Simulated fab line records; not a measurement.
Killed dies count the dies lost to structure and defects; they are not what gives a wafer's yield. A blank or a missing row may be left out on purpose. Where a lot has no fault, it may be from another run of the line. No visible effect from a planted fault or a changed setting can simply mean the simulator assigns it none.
A struck lot beside a sound one :: flow nand_harc :: 14 out of 1302 route steps
Sound: wafers L864.2, L864.3, L864.6. The struck wafers were L859.1, L859.3, L859.5. The cause is named last.
Per side, at each step with rows, come the tool, then ch with its chambers, and then its first start. Under that, the readings that differ: sound wafers :: struck wafers :: difference of the means :: sigmas: that difference in standard deviations of wafers without a fault.
alike: a reading whose means differ by less than 2 such deviations, as well as words and numbers matching on both sides. not compared: withheld readings; readings where some wafer has no value; bounds like >300 that might hide an equal value; numbers whose values overlap and for which the record gives no deviation.
The two part at a step that has a row with sigmas, a row that says differs or no value, or rows on one side only. Non-overlapping numbers with no deviation appear without sigmas and do not part them. A reading missing from all wafers of one side parts the sides only when that side holds two or more wafers.

first, 1 step without rows for these wafers: NHARC_A_CONTACT_ETCH_50 (etches the open film in CF4/CHF3, target depth 121 nm, time 60.5 s).
NHARC_A_CONTACT_ETCH_51: etches the open film in O2/COS, target depth 7000 nm, time 1820 s.
  sound on rie_diel-12 ch 1,2; struck on rie_diel-12 ch 1,2,3
reading: bias_w (W)
sound: 300.7 300.7 300.6
struck: 300.0 297.4 298.7
difference: -2.0
sigmas: -2
  alike: chamber_pressure_mTorr, drypump_motor_current_A, oes_product_au, rf_vpp_V, showerhead_plenum_p_Torr, throttle_valve_pct
  not compared: rf_hours_counter_h
NHARC_A_CONTACT_ETCH_111: etches the open film in C4F8/O2/Ar, time 140 s, target depth 700 nm.
  sound on har_cap_etch-02 ch 1, day 29 00:29; struck on har_cap_etch-03 ch 0,1, day 25 16:36
  alike: chamber_pressure_mTorr, oes_air_line_au
  not compared: rf_hours_counter_h
then, 5 steps without rows for these wafers: NHARC_A_CONTACT_ETCH_112 (etches the open film in C4F8/O2/Ar, time 190 s, target depth 1850 nm); NHARC_A_CONTACT_ETCH_113 (etches the open film in C4F8/O2/Ar, time 190 s, target depth 1850 nm); NHARC_A_CONTACT_ETCH_114 (etches the open film in C4F8/O2/Ar, time 190 s, target depth 1850 nm); NHARC_A_CONTACT_ETCH_115 (etches the open film in C4F8/O2/Ar, time 190 s, target depth 1850 nm); NHARC_A_CONTACT_ETCH_116 (etches the open film in C4F8/O2/Ar, time 190 s, target depth 1850 nm).
NHARC_A_CONTACT_ETCH_117: etches the open film in C4F8/O2/Ar, time 190 s, target depth 1850 nm.
  sound on har_cap_etch-02 ch 1, day 29 01:32; struck on har_cap_etch-03 ch 0,1, day 25 17:39
reading: oes_air_line_au (a.u.)
sound: 1.036 1.035 1.023
struck: 0.943 1.024 1.004
difference: -0.041
sigmas: -2
  alike: chamber_pressure_mTorr
  not compared: rf_hours_counter_h
NHARC_A_CONTACT_ETCH_118: etches the open film in C4F8/O2/Ar, time 190 s, target depth 1850 nm.
  sound on har_cap_etch-02 ch 1, day 29 01:42; struck on har_cap_etch-03 ch 0,1, day 25 17:49
reading: oes_air_line_au (a.u.)
sound: 0.984 0.965 0.994
struck: 1.029 1.009 1.044
difference: +0.046
sigmas: +2
  alike: chamber_pressure_mTorr
  not compared: rf_hours_counter_h
then, 2 steps without rows for these wafers: NHARC_A_CONTACT_ETCH_119 (etches the open film in C4F8/O2/Ar, time 190 s, target depth 1850 nm); NHARC_A_CONTACT_ETCH_120 (etches the open film in C4F8/O2/Ar, time 190 s, target depth 1850 nm).
NHARC_A_CONTACT_ETCH_121: etches the open film in C4F8/O2/Ar, time 190 s, target depth 1850 nm.
  sound on har_cap_etch-02 ch 1, day 29 02:13; struck on har_cap_etch-03 ch 0,1, day 25 18:20
  no value came back on the struck wafers for chamber_pressure_mTorr (mTorr), oes_air_line_au (a.u.); on the sound wafers chamber_pressure_mTorr (mTorr) reads 20.006 20.007 20.025
  not compared: rf_hours_counter_h
NHARC_A_CONTACT_ETCH_122: etches the open film in C4F8/O2/Ar, time 190 s, target depth 1850 nm.
  sound on har_cap_etch-02 ch 1, day 29 02:23; struck on har_cap_etch-03 ch 0,1, day 25 18:30
  alike: chamber_pressure_mTorr, oes_air_line_au
  not compared: rf_hours_counter_h

WHERE THEY PART
Earliest at NHARC_A_CONTACT_ETCH_51; latest, in this record, at NHARC_A_CONTACT_ETCH_121. Later steps at which nothing parts them and some readings are alike: NHARC_A_CONTACT_ETCH_122.

WHY: what the simulator had put in
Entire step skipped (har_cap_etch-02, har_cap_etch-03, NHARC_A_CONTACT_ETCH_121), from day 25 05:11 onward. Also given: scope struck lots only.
